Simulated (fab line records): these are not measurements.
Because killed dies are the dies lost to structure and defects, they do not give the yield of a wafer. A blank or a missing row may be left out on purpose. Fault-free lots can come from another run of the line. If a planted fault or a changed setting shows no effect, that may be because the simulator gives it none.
Matching of chambers	flow n5-finfet	ald-metal-02 running N5_BEOL_M3_ALD_84: 3 sister chambers
The step deposits TaN, pulse time 2 s, purge time 3 s, co reactant purge time 2 s. 3 wafers are shown with their chamber, then 6 later ones without.

EACH WAFER AND ITS CHAMBER
wafer	chamber	heater-power-w (W)
L083.3	2	334
L086.4	0	357
L086.5	3	448

WAFERS MISSING THEIR CHAMBER
wafer	heater-power-w (W)
L091.1	448
L094.5	439
L094.6	368
L097.1	331
L097.3	430
L097.4	359

WHICH CHAMBER EACH ONE RAN IN
wafer	from the rows above	in truth
L091.1	3	3
L094.5	3	3
L094.6	0	0
L097.1	2	2
L097.3	3	3
L097.4	0	0
Correct placement for 6 of the 6. Left unplaced by these rows: 0. 0 placed wrongly.
How it was worked out, from the rows above alone: a wafer's distance from a chamber is the root of the sum, over the readings, of the square of ((its reading less the chamber's mean) divided by the reading's scatter). If the next closest chamber is less than 2 further off than the closest, the wafer can't be placed; otherwise it belongs to the closest. For every chamber, the mean is computed from those of its wafers that are shown. The scatter (one wafer shown for each chamber): square how far every hidden wafer sits from the nearest shown wafer, average those squares and take the square root.
